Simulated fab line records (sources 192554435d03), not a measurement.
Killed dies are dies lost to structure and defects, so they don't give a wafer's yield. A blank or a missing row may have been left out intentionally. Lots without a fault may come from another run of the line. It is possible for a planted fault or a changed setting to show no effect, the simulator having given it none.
fab line records + flow n5-finfet
record
- lots=7
- wafers=39
route steps=1938 shown PMOS_HMC_CHANNEL_EPI@74 FIN_CUT@173 SD_EPI_N@293 GATE_CUT@510 MOL_CONTACT_COAG@531
start-h: the number of hours between the record's first day and the start of the first shown wafer of the lot + wait-h: hours elapsed since this lot's preceding step + " the same as in the row above + L1.1+2: a single row standing in for several wafers + - no value, or no start was given + * or withheld: withheld + < > ~ a bound
route shown NAME@n: a module of which the file shows steps, and the number in the route of the first + usual: mean/standard deviation of fault-free wafers + same: alike in all rows + chamber/n: place in a boat + sites: the reading at each site + _std_site: how widely they spread, as a standard deviation + _edge_site: inner sites' mean taken away from outer sites' mean + radius-mm: how far each site lies from the wafer's centre + mask NAME#n: copy n + behind: the last tool/chamber to shape the wafer + hold: why the lot was held/for how many hours/how that ended + device: the n, p or np transistor that did not switch + end of line: tests of these same wafers at the route's end + for a step that has no rows: nothing shown but its recipe + killed: dies lost to structure and defects at the first sort, not the wafer's yield + map: the dies of a wafer, with x for killed, . for not killed, _ for no die there
set.NAME: the setting as run; set.NAME@STEP: as run at that earlier step + model.NAME: the simulator's own value behind a step, which no gauge read
lots run with intentionally changed settings; tables by step, rows by wafer
## steps
# step N5_PMOS_HMC_CHANNEL_EPI_FIN_RECESS_16
# recipe
- chemistry=HBr/Cl2
- target=Si
- mask-material=SiO2
- target-depth-a=540
- time-s=18
- pressure-mtorr=10
- icp-w=800
- bias-w=75
- HBr_flow_sccm=150
- Cl2_flow_sccm=80
| lot.wafer | tool      | chamber | start-h | wait-h | set.time-s | model.PMOS_HMC_CHANNEL_EPI.feature-depth-nm | model.etch.depth-nm |
|-----------|-----------|---------|---------|--------|------------|---------------------------------------------|---------------------|
| L074.1    | rie-si-05 | 3       | 18.39   | 0.0    | 18         | 54.3                                        | 54.3                |
| L074.2    | "         | 1       | "       | "      | 18.62      | 55.54                                       | 55.54               |
| L074.3    | "         | 0       | "       | "      | 18         | 53.68                                       | 53.68               |
| L074.4    | "         | 2       | "       | "      | 18.62      | 56.09                                       | 56.09               |
| L074.5    | "         | 0       | "       | "      | 18.62      | 55.7                                        | 55.7                |
| L074.6    | "         | 1       | "       | "      | 18         | 53.22                                       | 53.22               |
| L075.1    | rie-si-02 | 3       | 23.97   | 0.0    | 18         | 55.16                                       | 55.16               |
| L075.2    | "         | 0       | "       | "      | 18.36      | 55.52                                       | 55.52               |
| L075.3    | "         | 1       | "       | "      | 18.36      | 55.21                                       | 55.21               |
| L075.4    | "         | 2       | "       | "      | 18         | 54.44                                       | 54.44               |
| L075.5    | "         | 3       | "       | "      | 18         | 55.13                                       | 55.13               |
| L075.6    | "         | 0       | "       | "      | 18.36      | 55.56                                       | 55.56               |
| L079.2    | rie-si-04 | 3       | 48.37   | 0.0    | 18         | 53.99                                       | 53.99               |
| L079.3    | "         | 2       | "       | "      | 18         | 54.19                                       | 54.19               |
| L079.4    | "         | 0       | "       | "      | 18         | 53.8                                        | 53.8                |
| L081.1    | rie-si-05 | 3       | 59.77   | 0.0    | 18         | 54.6                                        | 54.6                |
| L081.2    | "         | 1       | "       | "      | 18         | 53.32                                       | 53.32               |
| L081.3    | "         | 2       | "       | "      | 18         | 54.28                                       | 54.28               |
| L081.4    | "         | 0       | "       | "      | 18         | 53.86                                       | 53.86               |
| L081.5    | "         | 3       | "       | "      | 18         | 54.69                                       | 54.69               |
| L081.6    | "         | 0       | "       | "      | 18         | 53.53                                       | 53.53               |
| L087.1    | rie-si-05 | 1       | 96.55   | 0.0    | 16.7       | 49.43                                       | 49.43               |
| L087.2    | "         | 0       | "       | "      | 18         | 53.39                                       | 53.39               |
| L087.3    | "         | 3       | "       | "      | 16.7       | 50.7                                        | 50.7                |
| L087.4    | "         | 2       | "       | "      | 18         | 53.63                                       | 53.63               |
| L087.5    | "         | 3       | "       | "      | 18         | 54.96                                       | 54.96               |
| L087.6    | "         | 0       | "       | "      | 16.7       | 49.38                                       | 49.38               |
| L090.1    | rie-si-02 | 2       | 114.41  | 0.0    | 18.77      | 55.5                                        | 55.5                |
| L090.2    | "         | 0       | "       | "      | 18         | 53.62                                       | 53.62               |
| L090.3    | "         | 3       | "       | "      | 18         | 53.96                                       | 53.96               |
| L090.4    | "         | 1       | "       | "      | 18.77      | 55.36                                       | 55.36               |
| L090.5    | "         | 0       | "       | "      | 18.77      | 55.29                                       | 55.29               |
| L090.6    | "         | 1       | "       | "      | 18         | 52.57                                       | 52.57               |
| L094.1    | rie-si-04 | 3       | 138.76  | 0.0    | 18         | 53.67                                       | 53.67               |
| L094.2    | "         | 0       | "       | "      | 18         | 53.99                                       | 53.99               |
| L094.3    | "         | 1       | "       | "      | 18         | 54.35                                       | 54.35               |
| L094.4    | "         | 2       | "       | "      | 18         | 54.56                                       | 54.56               |
| L094.5    | "         | 2       | "       | "      | 18         | 53.92                                       | 53.92               |
| L094.6    | "         | 3       | "       | "      | 18         | 53.73                                       | 53.73               |
# step N5_PMOS_HMC_CHANNEL_EPI_PRECLEAN_36
# recipe
- chemistry=O3/DIW
- time-s=45
- temp-c=22
- o3-ppm=10
# step N5_PMOS_HMC_CHANNEL_EPI_PRECLEAN_18
# recipe
- chemistry=DHF
- time-s=30
- temp-c=25
- dilution=withheld
# step N5_PMOS_HMC_CHANNEL_EPI_SRD_39
# recipe
- dry=ipa-marangoni
- time-s=30
- temp-c=23
- rinse-liquid=diw
# step N5_PMOS_HMC_CHANNEL_EPI_CMP_21
# recipe
- material=SiGe30
- post-cmp-clean=alkaline-brush
- target-thk-nm=54
# step N5_PMOS_HMC_CHANNEL_EPI_THK_MEAS_22
# recipe
- reads=SiGe30_of_PMOS_HMC_CHANNEL_EPI_EPI_20
# usual
- HMC_CMP_THK=53.9/0.6
| lot.wafer | tool          | chamber | start-h | wait-h | set.time-s@PMOS_HMC_CHANNEL_EPI_FIN_RECESS_16 | HMC_CMP_THK[nm] |
|-----------|---------------|---------|---------|--------|-----------------------------------------------|-----------------|
| L074.1    | film-metro-01 | -       | 20.52   | -      | 18                                            | 54.4            |
| L074.2    | "             | -       | "       | "      | 18.62                                         | 55.5            |
| L074.3    | "             | -       | "       | "      | 18                                            | 53.5            |
| L074.4    | "             | -       | "       | "      | 18.62                                         | 56.0            |
| L074.5    | "             | -       | "       | "      | 18.62                                         | 55.7            |
| L074.6    | "             | -       | "       | "      | 18                                            | 53.2            |
| L075.1    | film-metro-01 | -       | 25.95   | -      | 18                                            | 55.1            |
| L075.2    | "             | -       | "       | "      | 18.36                                         | 55.6            |
| L075.3    | "             | -       | "       | "      | 18.36                                         | 55.2            |
| L075.4    | "             | -       | "       | "      | 18                                            | 54.5            |
| L075.5    | "             | -       | "       | "      | 18                                            | 55.0            |
| L075.6    | "             | -       | "       | "      | 18.36                                         | 55.6            |
| L079.2    | film-metro-01 | -       | 51.10   | -      | 18                                            | 54.0            |
| L079.3    | "             | -       | "       | "      | 18                                            | 54.2            |
| L079.4    | "             | -       | "       | "      | 18                                            | 53.9            |
| L081.1    | film-metro-01 | -       | 61.97   | -      | 18                                            | 54.6            |
| L081.2    | "             | -       | "       | "      | 18                                            | 53.3            |
| L081.3    | "             | -       | "       | "      | 18                                            | 54.1            |
| L081.4    | "             | -       | "       | "      | 18                                            | 53.8            |
| L081.5    | "             | -       | "       | "      | 18                                            | 54.7            |
| L081.6    | "             | -       | "       | "      | 18                                            | 53.7            |
| L087.1    | film-metro-01 | -       | 98.75   | -      | 16.7                                          | 49.3            |
| L087.2    | "             | -       | "       | "      | 18                                            | 53.3            |
| L087.3    | "             | -       | "       | "      | 16.7                                          | 50.5            |
| L087.4    | "             | -       | "       | "      | 18                                            | 53.6            |
| L087.5    | "             | -       | "       | "      | 18                                            | 54.8            |
| L087.6    | "             | -       | "       | "      | 16.7                                          | 49.3            |
| L090.1    | film-metro-01 | -       | 116.21  | -      | 18.77                                         | 55.6            |
| L090.2    | "             | -       | "       | "      | 18                                            | 53.8            |
| L090.3    | "             | -       | "       | "      | 18                                            | 54.0            |
| L090.4    | "             | -       | "       | "      | 18.77                                         | 55.5            |
| L090.5    | "             | -       | "       | "      | 18.77                                         | 55.4            |
| L090.6    | "             | -       | "       | "      | 18                                            | 52.5            |
| L094.1    | film-metro-02 | -       | 141.51  | -      | 18                                            | 53.6            |
| L094.2    | "             | -       | "       | "      | 18                                            | 54.0            |
| L094.3    | "             | -       | "       | "      | 18                                            | 54.3            |
| L094.4    | "             | -       | "       | "      | 18                                            | 54.6            |
| L094.5    | "             | -       | "       | "      | 18                                            | 54.0            |
| L094.6    | "             | -       | "       | "      | 18                                            | 53.7            |
# step N5_FIN_CUT_CUT_ETCH_26
# recipe
- chemistry=CH3F/O2
- target=SiNx
- target-depth-a=390
- mask-material=SOC
- time-s=55.7
- pressure-mtorr=30
- source-w=395
- bias-w=73
- Ar_flow_sccm=150
- CH3F_flow_sccm=30
- O2_flow_sccm=20
- ion-energy-ev=120
| lot.wafer | tool        | chamber | start-h | wait-h | set.target-depth-a | model.etch.depth-nm | model.SOC_of_FIN_CUT_COAT_18.thk-nm |
|-----------|-------------|---------|---------|--------|--------------------|---------------------|-------------------------------------|
| L074.1    | rie-diel-05 | 2       | 28.03   | 0.0    | 390                | 39.33               | 211.6                               |
| L074.2    | "           | 1       | "       | "      | 350                | 35.32               | 213.4                               |
| L074.3    | "           | 3       | "       | "      | 390                | 40.6                | 211.6                               |
| L074.4    | "           | 0       | "       | "      | 390                | 39.18               | 211.8                               |
| L074.5    | "           | 2       | "       | "      | 350                | 35.42               | 213.2                               |
| L074.6    | "           | 3       | "       | "      | 350                | 36.58               | 213                                 |
| L075.1    | rie-diel-04 | 2       | 33.75   | 0.0    | 427.6              | 42.09               | 210.4                               |
| L075.2    | "           | 1       | "       | "      | 390                | 39.04               | 211                                 |
| L075.3    | "           | 3       | "       | "      | 427.6              | 41.89               | 210.4                               |
| L075.4    | "           | 0       | "       | "      | 390                | 39.03               | 212                                 |
| L075.5    | "           | 3       | "       | "      | 390                | 38.33               | 211.4                               |
| L075.6    | "           | 2       | "       | "      | 427.6              | 41.97               | 210.6                               |
| L079.2    | rie-diel-03 | 2       | 59.25   | 0.0    | 390                | 39.38               | 213                                 |
| L079.3    | "           | 3       | "       | "      | 390                | 39.24               | 213.4                               |
| L079.4    | "           | 0       | "       | "      | 390                | 39.23               | 214                                 |
| L081.1    | rie-diel-03 | 2       | 69.35   | 0.0    | 390                | 39.66               | 211.2                               |
| L081.2    | "           | 3       | "       | "      | 366.2              | 37.11               | 211.8                               |
| L081.3    | "           | 0       | "       | "      | 390                | 39.67               | 211.6                               |
| L081.4    | "           | 2       | "       | "      | 366.2              | 37.3                | 212.8                               |
| L081.5    | "           | 0       | "       | "      | 390                | 39.63               | 211.2                               |
| L081.6    | "           | 3       | "       | "      | 366.2              | 37.5                | 212.4                               |
| L087.1    | rie-diel-04 | 0       | 105.64  | 0.0    | 390                | 39.19               | 211.4                               |
| L087.2    | "           | 3       | "       | "      | 343.7              | 33.58               | 214.6                               |
| L087.3    | "           | 1       | "       | "      | 343.7              | 34.1                | 213.8                               |
| L087.4    | "           | 2       | "       | "      | 343.7              | 33.98               | 213.4                               |
| L087.5    | "           | 1       | "       | "      | 390                | 38.95               | 212.2                               |
| L087.6    | "           | 0       | "       | "      | 390                | 39.47               | 211.2                               |
| L090.1    | rie-diel-03 | 1       | 124.14  | 0.0    | 390                | 40.58               | 211                                 |
| L090.2    | "           | 0       | "       | "      | 346.6              | 34.8                | 213.6                               |
| L090.3    | "           | 3       | "       | "      | 390                | 39.34               | 211.2                               |
| L090.4    | "           | 3       | "       | "      | 390                | 39.31               | 211.8                               |
| L090.5    | "           | 0       | "       | "      | 346.6              | 34.91               | 213.4                               |
| L090.6    | "           | 1       | "       | "      | 346.6              | 35.87               | 213.6                               |
| L094.1    | rie-diel-03 | 0       | 148.95  | 0.0    | 390                | 38.61               | 212.4                               |
| L094.2    | "           | 1       | "       | "      | 390                | 39.9                | 211.6                               |
| L094.3    | "           | 3       | "       | "      | 390                | 39.11               | 212                                 |
| L094.4    | "           | 0       | "       | "      | 390                | 38.74               | 213                                 |
| L094.5    | "           | 1       | "       | "      | 390                | 39.59               | 212.2                               |
| L094.6    | "           | 3       | "       | "      | 390                | 39.04               | 212                                 |
# step N5_FIN_CUT_CUT_ETCH_27
# recipe
- chemistry=CHF3/O2
- target=SiO2
- target-depth-a=40
- mask-material=SOC
- overetch-a=20
- time-s=4.9
- pressure-mtorr=30
- source-w=650
- bias-w=170
- Ar_flow_sccm=200
- CHF3_flow_sccm=50
- O2_flow_sccm=5
- ion-energy-ev=200
# step N5_FIN_CUT_PRECLEAN_35
# recipe
- time-s=13.3
- temp-c=45
- pressure-torr=125
- p-hf-torr=3
- p-coreactant-torr=25
- chemistry=vHF
# step N5_FIN_CUT_CUT_ETCH_15
# recipe
- chemistry=HBr/Cl2/O2
- target=Si
- target-depth-a=1000
- bt-time-s=10
- mask-material=SOC
- time-s=42.4
- ion-energy-ev=*
- bias-w=*
- pressure-mtorr=10
- icp-w=800
- HBr_flow_sccm=150
- Cl2_flow_sccm=80
- O2_flow_sccm=12
| lot.wafer | tool      | chamber | start-h | wait-h | set.target-depth-a@FIN_CUT_CUT_ETCH_26 | model.SOC_of_FIN_CUT_COAT_18.thk-nm |
|-----------|-----------|---------|---------|--------|----------------------------------------|-------------------------------------|
| L074.1    | rie-si-05 | 3       | 28.23   | 0.1    | 390                                    | 169.8                               |
| L074.2    | "         | 0       | "       | "      | 350                                    | 172                                 |
| L074.3    | "         | 2       | "       | "      | 390                                    | 170.4                               |
| L074.4    | "         | 1       | "       | "      | 390                                    | 171                                 |
| L074.5    | "         | 1       | "       | "      | 350                                    | 172.2                               |
| L074.6    | "         | 0       | "       | "      | 350                                    | 171.8                               |
| L075.1+3  | rie-si-02 | 0,2     | 33.95   | 0.1    | 427.6                                  | 169                                 |
| L075.2+4  | "         | 1,3     | "       | "      | 390                                    | 170.2                               |
| L075.5    | "         | 0       | "       | "      | 390                                    | 170                                 |
| L075.6    | "         | 1       | "       | "      | 427.6                                  | 169.6                               |
| L079.2    | rie-si-04 | 2       | 59.45   | 0.1    | 390                                    | 171.2                               |
| L079.3    | "         | 3       | "       | "      | 390                                    | 172.2                               |
| L079.4    | "         | 0       | "       | "      | 390                                    | 172.6                               |
| L081.1    | rie-si-04 | 0       | 69.54   | 0.1    | 390                                    | 169.6                               |
| L081.2+6  | "         | 3,1     | "       | "      | 366.2                                  | 170.8                               |
| L081.3+5  | "         | 1,0     | "       | "      | 390                                    | 170                                 |
| L081.4    | "         | 2       | "       | "      | 366.2                                  | 171                                 |
| L087.1    | rie-si-05 | 3       | 105.84  | 0.1    | 390                                    | 169.8                               |
| L087.2    | "         | 2       | "       | "      | 343.7                                  | 173.6                               |
| L087.3+4  | "         | 0,1     | "       | "      | 343.7                                  | 172.8                               |
| L087.5    | "         | 1       | "       | "      | 390                                    | 171.6                               |
| L087.6    | "         | 2       | "       | "      | 390                                    | 170.4                               |
| L090.1    | rie-si-04 | 2       | 124.34  | 0.1    | 390                                    | 169.2                               |
| L090.2+6  | "         | 3,0     | "       | "      | 346.6                                  | 172.2                               |
| L090.3    | "         | 1       | "       | "      | 390                                    | 169.8                               |
| L090.4    | "         | 0       | "       | "      | 390                                    | 170.2                               |
| L090.5    | "         | 3       | "       | "      | 346.6                                  | 172.6                               |
| L094.1    | rie-si-02 | 1       | 149.15  | 0.1    | 390                                    | 171.6                               |
| L094.2    | "         | 0       | "       | "      | 390                                    | 170.2                               |
| L094.3    | "         | 3       | "       | "      | 390                                    | 170.8                               |
| L094.4    | "         | 2       | "       | "      | 390                                    | 171.8                               |
| L094.5    | "         | 1       | "       | "      | 390                                    | 171.2                               |
| L094.6    | "         | 2       | "       | "      | 390                                    | 170.6                               |
# step N5_SD_EPI_N_LINER_46
# recipe
- material=SiNx
- target-thk-a=30
- temp-c=400
- ald-precursor-family=SiH2I2
- ald-co-reactant=N2/H2-plasma
- pressure-torr=2
| lot.wafer        | tool       | chamber     | start-h | wait-h | set.target-thk-a | model.SiNx_of_SD_EPI_N_LINER_46.thk-nm |
|------------------|------------|-------------|---------|--------|------------------|----------------------------------------|
| L074.1+2+3+4+5+6 | ald-sin-04 | 2,1,3,0,0,3 | 54.26   | 0.2    | 30               | 3                                      |
| L075.1+2+6       | ald-sin-04 | 3,2,0       | 59.84   | 0.2    | 30               | 3                                      |
| L075.3+4+5       | "          | 0,1,3       | "       | "      | 33.73            | 3.4                                    |
| L079.2+3+4       | ald-sin-01 | 3,1,2       | 84.60   | 0.4    | 30               | 3                                      |
| L081.1+2+5       | ald-sin-01 | 2,0,2       | 98.24   | 0.2    | 30               | 3                                      |
| L081.3+4+6       | "          | 1,3,3       | "       | "      | 26.13            | 2.6                                    |
| L087.1+3+4       | ald-sin-03 | 0,1,2       | 131.74  | 0.2    | 32.33            | 3.2                                    |
| L087.2+5+6       | "          | 3,3,2       | "       | "      | 30               | 3                                      |
| L090.1+2+3+4+5+6 | ald-sin-04 | 2,3,1,0,1,2 | 148.75  | 0.2    | 30               | 3                                      |
| L094.1+4+5       | ald-sin-01 | 3,0,1       | 173.13  | 0.3    | 30               | 3                                      |
| L094.2+3+6       | "          | 1,2,0       | "       | "      | 34.49            | 3.4                                    |
# step N5_GATE_CUT_ALD_22
# recipe
- material=SiNx
- target-thk-a=160
- temp-c=400
- ald-precursor-family=SiH2I2
- ald-co-reactant=N2/H2-plasma
- pulse-time-s=1
- ald-cycles=320
- purge-time-s=2
- co-reactant-purge-time-s=2
- pressure-torr=2
| lot.wafer      | tool       | chamber   | start-h | wait-h | set.ald-cycles | model.SiNx_of_GATE_CUT_ALD_22.thk-nm |
|----------------|------------|-----------|---------|--------|----------------|--------------------------------------|
| L074.1+3+5     | ald-sin-03 | 2,1,2     | 85.25   | 0.0    | 352            | 17.6                                 |
| L074.2         | "          | 0         | "       | "      | 320            | 16.2                                 |
| L074.4+6       | "          | 3         | "       | "      | 320            | 16                                   |
| L075.1+3       | ald-sin-01 | 0,3       | 91.83   | 0.0    | 320            | 16                                   |
| L075.2+4+6     | "          | 1,2,2     | "       | "      | 284            | 14.2                                 |
| L075.5         | "          | 1         | "       | "      | 320            | 15.8                                 |
| L079.2+3+4     | ald-sin-02 | 0,1,3     | 115.39  | 0.0    | 320            | 16                                   |
| L081.1+2+3     | ald-sin-03 | 0,1,3     | 128.87  | 0.0    | 352            | 17.6                                 |
| L081.4+5+6     | "          | 2,1,2     | "       | "      | 320            | 16                                   |
| L087.1+2+3+4+5 | ald-sin-02 | 2,1,3,0,1 | 163.20  | 0.0    | 320            | 16                                   |
| L087.6         | "          | 0         | "       | "      | 320            | 15.8                                 |
| L090.1+3+4+5+6 | ald-sin-03 | 2,1,3,1,2 | 181.95  | 1.1    | 320            | 16                                   |
| L090.2         | "          | 0         | "       | "      | 320            | 16.2                                 |
| L094.1+3+4     | ald-sin-03 | 0,1,3     | 205.13  | 0.0    | 297            | 14.8                                 |
| L094.2+5+6     | "          | 2,3,0     | "       | "      | 320            | 16                                   |
# step N5_MOL_CONTACT_COAG_ETCH_105
# recipe
- chemistry=CF4
- target=SiARC
- target-depth-a=156
- mask-material=CAR-EUV
- time-s=26
- ion-energy-ev=80
- pressure-mtorr=40
- source-w=545
- bias-w=36
- Ar_flow_sccm=100
- cf4-flow-sccm=100
- ends=cleared
# usual
- etch-rf-on-time-s=25.8/0.38
- rf-vpp-V=184.0/1
| lot.wafer | tool        | chamber | start-h | wait-h | set.bias-w | etch-rf-on-time-s | rf-vpp-V |
|-----------|-------------|---------|---------|--------|------------|-------------------|----------|
| L074.1    | rie-diel-01 | 3       | 88.24   | 0.0    | 36         | 26.2              | 183.6    |
| L074.2    | "           | 2       | "       | "      | 31.53      | 27.1              | 168.4    |
| L074.3    | "           | 1       | "       | "      | 36         | 25.8              | 184.4    |
| L074.4    | "           | 0       | "       | "      | 31.53      | 26.6              | 167.5    |
| L074.5    | "           | 0       | "       | "      | 31.53      | 26.9              | 169.0    |
| L074.6    | "           | 1       | "       | "      | 36         | 25.8              | 182.2    |
| L075.1    | rie-diel-06 | 1       | 95.35   | 0.0    | 32.78      | 26.7              | 172.8    |
| L075.2    | "           | 3       | "       | "      | 32.78      | 26.9              | 170.7    |
| L075.3    | "           | 2       | "       | "      | 36         | 25.9              | 186.1    |
| L075.4    | "           | 3       | "       | "      | 32.78      | 26.9              | 173.9    |
| L075.5    | "           | 2       | "       | "      | 36         | 26.1              | 183.2    |
| L075.6    | "           | 1       | "       | "      | 36         | 26.2              | 184.5    |
| L079.2    | rie-diel-01 | 0       | 118.65  | 0.0    | 36         | 26.0              | 183.1    |
| L079.3    | "           | 2       | "       | "      | 36         | 26.2              | 184.0    |
| L079.4    | "           | 0       | "       | "      | 36         | 26.0              | 184.6    |
| L081.1    | rie-diel-01 | 1       | 131.99  | 0.0    | 38.06      | 25.7              | 191.7    |
| L081.2    | "           | 2       | "       | "      | 36         | 26.0              | 184.5    |
| L081.3    | "           | 0       | "       | "      | 36         | 26.1              | 183.9    |
| L081.4    | "           | 2       | "       | "      | 38.06      | 25.4              | 189.7    |
| L081.5    | "           | 0       | "       | "      | 36         | 26.0              | 183.8    |
| L081.6    | "           | 1       | "       | "      | 38.06      | 25.7              | 189.5    |
| L087.1    | rie-diel-01 | 1       | 166.46  | 0.0    | 36         | 26.4              | 183.0    |
| L087.2    | "           | 2       | "       | "      | 36         | 26.0              | 185.2    |
| L087.3    | "           | 3       | "       | "      | 42.43      | 24.5              | 205.1    |
| L087.4    | "           | 1       | "       | "      | 42.43      | 25.3              | 204.1    |
| L087.5    | "           | 2       | "       | "      | 42.43      | 24.9              | 204.5    |
| L087.6    | "           | 3       | "       | "      | 36         | 25.7              | 183.5    |
| L090.1    | rie-diel-01 | 3       | 184.95  | 0.0    | 36         | 25.6              | 184.6    |
| L090.2    | "           | 2       | "       | "      | 36         | 25.8              | 183.7    |
| L090.3    | "           | 1       | "       | "      | 36         | 26.4              | 183.6    |
| L090.4    | "           | 1       | "       | "      | 36         | 26.5              | 184.1    |
| L090.5    | "           | 3       | "       | "      | 36         | 25.7              | 183.8    |
| L090.6    | "           | 2       | "       | "      | 36         | 25.8              | 184.8    |
| L094.1    | rie-diel-02 | 2       | 208.17  | 0.0    | 36         | 25.9              | 182.8    |
| L094.2    | "           | 1       | "       | "      | 33.48      | 26.8              | 175.5    |
| L094.3    | "           | 0       | "       | "      | 33.48      | 26.6              | 177.0    |
| L094.4    | "           | 3       | "       | "      | 33.48      | 26.6              | 176.4    |
| L094.5    | "           | 0       | "       | "      | 36         | 25.8              | 184.8    |
| L094.6    | "           | 1       | "       | "      | 36         | 26.0              | 182.8    |
## key
split
- step=N5_PMOS_HMC_CHANNEL_EPI_FIN_RECESS_16
- setting=time-s
- stated=18
- by=wafer
response
- step=N5_PMOS_HMC_CHANNEL_EPI_FIN_RECESS_16
- reading=model.PMOS_HMC_CHANNEL_EPI.feature-depth-nm
- change=+0.541
- per=1%
- r=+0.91
response
- step=N5_PMOS_HMC_CHANNEL_EPI_FIN_RECESS_16
- reading=model.etch.depth-nm
- change=+0.541
- per=1%
- r=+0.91
response
- step=N5_PMOS_HMC_CHANNEL_EPI_THK_MEAS_22
- reading=HMC_CMP_THK
- change=+0.544
- per=1%
- r=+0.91
split
- step=N5_FIN_CUT_CUT_ETCH_26
- setting=target-depth-a
- stated=390
- by=wafer
response
- step=N5_FIN_CUT_CUT_ETCH_26
- reading=model.etch.depth-nm
- change=+0.398
- per=1%
- r=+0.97
response
- step=N5_FIN_CUT_CUT_ETCH_26
- reading=model.SOC_of_FIN_CUT_COAT_18.thk-nm
- change=-0.167
- per=1%
- r=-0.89
response
- step=N5_FIN_CUT_CUT_ETCH_15
- reading=model.SOC_of_FIN_CUT_COAT_18.thk-nm
- change=-0.179
- per=1%
- r=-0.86
split
- step=N5_SD_EPI_N_LINER_46
- setting=target-thk-a
- stated=30
- by=wafer
response
- step=N5_SD_EPI_N_LINER_46
- reading=model.SiNx_of_SD_EPI_N_LINER_46.thk-nm
- change=+0.0292
- per=1%
- r=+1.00
split
- step=N5_GATE_CUT_ALD_22
- setting=ald-cycles
- stated=320
- by=wafer
response
- step=N5_GATE_CUT_ALD_22
- reading=model.SiNx_of_GATE_CUT_ALD_22.thk-nm
- change=+0.157
- per=1%
- r=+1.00
split
- step=N5_MOL_CONTACT_COAG_ETCH_105
- setting=bias-w
- stated=36
- by=wafer
response
- step=N5_MOL_CONTACT_COAG_ETCH_105
- reading=etch-rf-on-time-s
- change=*
- per=1%
- r=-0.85
response
- step=N5_MOL_CONTACT_COAG_ETCH_105
- reading=rf-vpp-V
- change=+1.18
- per=1%
- r=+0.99
